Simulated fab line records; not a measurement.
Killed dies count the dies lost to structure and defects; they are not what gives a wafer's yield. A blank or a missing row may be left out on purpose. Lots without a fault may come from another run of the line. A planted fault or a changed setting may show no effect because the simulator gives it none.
Matching of chambers :: flow n5 finfet :: N5_BEOL_M8_STRIP_19 on rie diel-04 has 4 sister chambers
The step strips in O2. 8 wafers are shown with their chamber, then 9 later ones without.

## EACH WAFER AND ITS CHAMBER
wafer: L086.2
chamber: 0
showerhead plenum p Torr (Torr): 2.09
throttle valve pct (%): 17.07

wafer: L090.1
chamber: 0
showerhead plenum p Torr (Torr): 2.09
throttle valve pct (%): 17.07

wafer: L094.2
chamber: 1
showerhead plenum p Torr (Torr): 2.12
throttle valve pct (%): 16.85

wafer: L094.5
chamber: 3
showerhead plenum p Torr (Torr): 2.16
throttle valve pct (%): 16.35

wafer: L094.6
chamber: 2
showerhead plenum p Torr (Torr): 2.07
throttle valve pct (%): 16.30

wafer: L092.1
chamber: 1
showerhead plenum p Torr (Torr): 2.12
throttle valve pct (%): 16.84

wafer: L092.2
chamber: 2
showerhead plenum p Torr (Torr): 2.06
throttle valve pct (%): 16.28

wafer: L092.5
chamber: 3
showerhead plenum p Torr (Torr): 2.16
throttle valve pct (%): 16.37

## WAFERS WITHOUT THEIR CHAMBER
wafer: L093.2
showerhead plenum p Torr (Torr): 2.06
throttle valve pct (%): 16.30

wafer: L093.4
showerhead plenum p Torr (Torr): 2.16
throttle valve pct (%): 16.38

wafer: L093.6
showerhead plenum p Torr (Torr): 2.06
throttle valve pct (%): 16.30

wafer: L096.1
showerhead plenum p Torr (Torr): 2.11
throttle valve pct (%): 16.87

wafer: L096.2
showerhead plenum p Torr (Torr): 2.08
throttle valve pct (%): 17.12

wafer: L096.3
showerhead plenum p Torr (Torr): 2.06
throttle valve pct (%): 16.32

wafer: L095.1
showerhead plenum p Torr (Torr): 2.06
throttle valve pct (%): 16.34

wafer: L095.3
showerhead plenum p Torr (Torr): 2.15
throttle valve pct (%): 16.36

wafer: L095.4
showerhead plenum p Torr (Torr): 2.11
throttle valve pct (%): 16.87

## CHAMBER TAKEN BY EACH
wafer: L093.2
from the rows above: 2
in truth: 2

wafer: L093.4
from the rows above: 3
in truth: 3

wafer: L093.6
from the rows above: 2
in truth: 2

wafer: L096.1
from the rows above: 1
in truth: 1

wafer: L096.2
from the rows above: 0
in truth: 0

wafer: L096.3
from the rows above: 2
in truth: 2

wafer: L095.1
from the rows above: 2
in truth: 2

wafer: L095.3
from the rows above: 3
in truth: 3

wafer: L095.4
from the rows above: 1
in truth: 1
Correct placement for 9 of the 9. From these rows, 0 cannot be placed. Number placed wrongly: 0.
How it was worked out, from the rows above alone: a wafer's distance from a chamber is the root of the sum, over the readings, of the square of ((its reading less the chamber's mean) divided by the reading's scatter). The wafer belongs to the nearest chamber; if the next one is less than 2 further off, it can't be placed. For every chamber, the mean is computed from those of its wafers that are shown. The scatter: the root of (the sum of the squares of (reading less its chamber's mean) over the shown wafers, divided by (wafers less chambers)).
